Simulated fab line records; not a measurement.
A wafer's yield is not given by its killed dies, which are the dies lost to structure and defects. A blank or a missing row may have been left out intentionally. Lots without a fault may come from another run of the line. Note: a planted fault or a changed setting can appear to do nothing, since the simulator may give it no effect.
8D (eight disciplines) problem report, filled in by code -- flow nand-harc -- the parts of the form that need people (team, actions taken, sign-off) are left out

1. THE PROBLEM
A mean of 731 nm is read at NHARC_A_ONON_D2_THK_MEAS_08 for thk-nm, taken on 1 wafer of 1 lot, against 1003 nm (standard deviation 11) on wafers free of any fault. That puts it -25 standard deviations away from the usual mean.
The step: measures by ellipsometry.
First seen on wafer L609.2, day 15 08:17, on film-metro-01. At this step, 39 wafers from 13 lots have a number in the record. Rule for "out" (also "out of limits"): further than 4 standard deviations from the usual mean. All remaining wafers that have a number are taken as sound.

2. WHAT IT IS; WHAT IT IS NOT
question,is,is not
which readings at this step,thk-nm,-
which lots,L609,"L604, L606, L607, L618, L619, L620, L621, L622, L624, L625, L626, L627"
which wafers of those lots,L609.2,"L609.4, L609.5"
read on which gauges,film-metro-01,film-metro-02
when,from day 15 08:17,"up to then (11 sound wafers); but 27 sound wafers of L618, L619, L620, L621, L622, L624, L625, L626, L627 came after"

3. WHAT RULES OUT EACH SUSPECT
Counting: any tool at a process step up to the reading remains a suspect provided it ran every lot that is out. Sound lots after the first of them don't rule it out here, since some wafers of a struck lot are sound.
- the gauge at NHARC_A_ONON_D2_THK_MEAS_08 has been ruled out. All the wafers that are out were read on film-metro-01, but those of them that NHARC_END_SORT_01 has rows for are out there too, on other tools.
- pecvd-01 at NHARC_A_DECK1_JOINT_DEP_16 (deposits SiO2, target thk 45 nm): kept. It ran the lot that is out, L609 (day 15 05:59).
- pecvd-onon-02 at NHARC_A_ONON_D2_DEP_06 (target thk 1000 nm): kept. It ran the lot that is out, L609 (day 15 07:50); its last sound lot up to then is L607 (day 13 11:53).
- At NHARC_A_DECK1_JOINT_DEP_16, inside pecvd-01: chamber 2 took the wafers that are out, while their sound lot-mates went through chambers 0, 1.
What counting leaves: pecvd-01 at NHARC_A_DECK1_JOINT_DEP_16 and pecvd-onon-02 at NHARC_A_ONON_D2_DEP_06.

4. THE CAUSE (what the simulator had put in)
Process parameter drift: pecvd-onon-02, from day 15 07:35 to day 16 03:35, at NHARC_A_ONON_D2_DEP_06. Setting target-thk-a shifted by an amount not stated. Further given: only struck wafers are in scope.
2 suspects survive the count, and this tool is in that group.

5. SEQUENCE OF EFFECTS, ordered by route
One row per reading whose mean, taken over the struck wafers that have a number, lies over 3 standard deviations from the usual. Scope: only readings with a usual standard deviation given in the record; hours: median across lots of the time from each lot's start at the first step in this table that gives one to its start at this step; sigmas: change in usual standard deviations.
hours,step,reading,usual,on struck wafers,change,sigmas
0,NHARC_A_ONON_D2_THK_MEAS_08,thk-nm,1003 nm,731,-272,-25
286,NHARC_END_SORT_01,killed-at-array,62,674,+612,+28
286,NHARC_END_SORT_01,killed-dies,67,677,+610,+27

6. HOW IT WOULD HAVE BEEN CAUGHT EARLIER
In this record the first reading out of limits at a measuring or inspecting step was taken at day 15 08:17, 1 hour after the fault began at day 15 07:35.
An alarm limit of 4 standard deviations would not have fired on the tool readings at NHARC_A_ONON_D2_DEP_06 for which the record gives a usual standard deviation, since none of them was out on any struck wafer.
By day 15 08:17 the whole set of lots that are out, 1 in number, had already begun NHARC_A_ONON_D2_DEP_06 on pecvd-onon-02. Holding the tool at that point would not have protected any of them.
